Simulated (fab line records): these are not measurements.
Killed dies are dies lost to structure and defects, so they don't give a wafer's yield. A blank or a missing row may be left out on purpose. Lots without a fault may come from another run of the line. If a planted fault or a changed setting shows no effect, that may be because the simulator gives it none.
Chamber matching / flow nand_harc / 4 sister chambers for NHARC_A_BLC_ALD_23 on ald_metal-03
The step deposits TiN, target thk 3 nm, pulse time 1 s, ald cycles 150. 16 wafers are shown with their chamber, then 8 later ones without.

WAFERS PAIRED WITH THEIR CHAMBERS
wafer=L074.1; chamber=3; heater_power_w (W)=1123; heater_power_outer_w (W)=646; precursor_pulse_height_rel=1.032
wafer=L074.2; chamber=1; heater_power_w (W)=1097; heater_power_outer_w (W)=700; precursor_pulse_height_rel=1.003
wafer=L074.4; chamber=2; heater_power_w (W)=1124; heater_power_outer_w (W)=713; precursor_pulse_height_rel=1.001
wafer=L079.3; chamber=0; heater_power_w (W)=1215; heater_power_outer_w (W)=699; precursor_pulse_height_rel=0.997
wafer=L079.4; chamber=2; heater_power_w (W)=1095; heater_power_outer_w (W)=720; precursor_pulse_height_rel=0.981
wafer=L079.5; chamber=1; heater_power_w (W)=1087; heater_power_outer_w (W)=690; precursor_pulse_height_rel=1.009
wafer=L081.1; chamber=0; heater_power_w (W)=1231; heater_power_outer_w (W)=710; precursor_pulse_height_rel=1.012
wafer=L081.4; chamber=1; heater_power_w (W)=1120; heater_power_outer_w (W)=700; precursor_pulse_height_rel=0.975
wafer=L081.5; chamber=3; heater_power_w (W)=1108; heater_power_outer_w (W)=647; precursor_pulse_height_rel=1.015
wafer=L085.2; chamber=3; heater_power_w (W)=1123; heater_power_outer_w (W)=669; precursor_pulse_height_rel=1.011
wafer=L085.4; chamber=0; heater_power_w (W)=1227; heater_power_outer_w (W)=701; precursor_pulse_height_rel=1.026
wafer=L085.6; chamber=2; heater_power_w (W)=1119; heater_power_outer_w (W)=722; precursor_pulse_height_rel=1.001
wafer=L087.2; chamber=3; heater_power_w (W)=1120; heater_power_outer_w (W)=655; precursor_pulse_height_rel=1.014
wafer=L087.5; chamber=0; heater_power_w (W)=1238; heater_power_outer_w (W)=690; precursor_pulse_height_rel=1.001
wafer=L087.6; chamber=3; heater_power_w (W)=1111; heater_power_outer_w (W)=666; precursor_pulse_height_rel=1.036
wafer=L086.2; chamber=1; heater_power_w (W)=1101; heater_power_outer_w (W)=708; precursor_pulse_height_rel=1.013

SIGNATURES (averages over the wafers above)
reading=heater_power_w; chamber 0=1227.75; chamber 1=1101.25; chamber 2=1112.67; chamber 3=1117.00; scatter within a chamber=11.3
reading=heater_power_outer_w; chamber 0=700.00; chamber 1=699.50; chamber 2=718.33; chamber 3=656.60; scatter within a chamber=8.46
reading=precursor_pulse_height_rel; chamber 0=1.00900; chamber 1=1.00000; chamber 2=0.99433; chamber 3=1.02160; scatter within a chamber=0.0135
Rule: distance of a wafer from a chamber = root of the sum over the readings of ((wafer's reading minus chamber's mean) / reading's scatter) squared. If the next closest chamber is less than 2 further off than the closest, the wafer can't be placed; otherwise it belongs to the closest. The scatter: the root of (the sum of the squares of (reading less its chamber's mean) over the shown wafers, divided by (wafers less chambers)).

WAFERS WHOSE CHAMBER IS MISSING
wafer=L086.5; heater_power_w (W)=1081; heater_power_outer_w (W)=722; precursor_pulse_height_rel=1.009
wafer=L086.6; heater_power_w (W)=1054; heater_power_outer_w (W)=702; precursor_pulse_height_rel=1.021
wafer=L089.1; heater_power_w (W)=1206; heater_power_outer_w (W)=693; precursor_pulse_height_rel=1.007
wafer=L089.4; heater_power_w (W)=1095; heater_power_outer_w (W)=715; precursor_pulse_height_rel=1.014
wafer=L089.5; heater_power_w (W)=1101; heater_power_outer_w (W)=731; precursor_pulse_height_rel=1.014
wafer=L094.2; heater_power_w (W)=1181; heater_power_outer_w (W)=689; precursor_pulse_height_rel=0.973
wafer=L094.3; heater_power_w (W)=1042; heater_power_outer_w (W)=627; precursor_pulse_height_rel=1.024
wafer=L094.4; heater_power_w (W)=1075; heater_power_outer_w (W)=673; precursor_pulse_height_rel=1.032

WHICH CHAMBER EACH ONE RAN IN
wafer=L086.5; from the rows above=can't be placed: 2 or 1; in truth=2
wafer=L086.6; from the rows above=can't be placed: 1 or 2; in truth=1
wafer=L089.1; from the rows above=0; in truth=0
wafer=L089.4; from the rows above=can't be placed: 2 or 1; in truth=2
wafer=L089.5; from the rows above=can't be placed: 2 or 1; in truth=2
wafer=L094.2; from the rows above=0; in truth=0
wafer=L094.3; from the rows above=3; in truth=3
wafer=L094.4; from the rows above=can't be placed: 3 or 1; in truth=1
3 of 8 placed correctly. These rows do not allow placing 5 (true chamber among the candidates in 5). 0 placed wrongly.
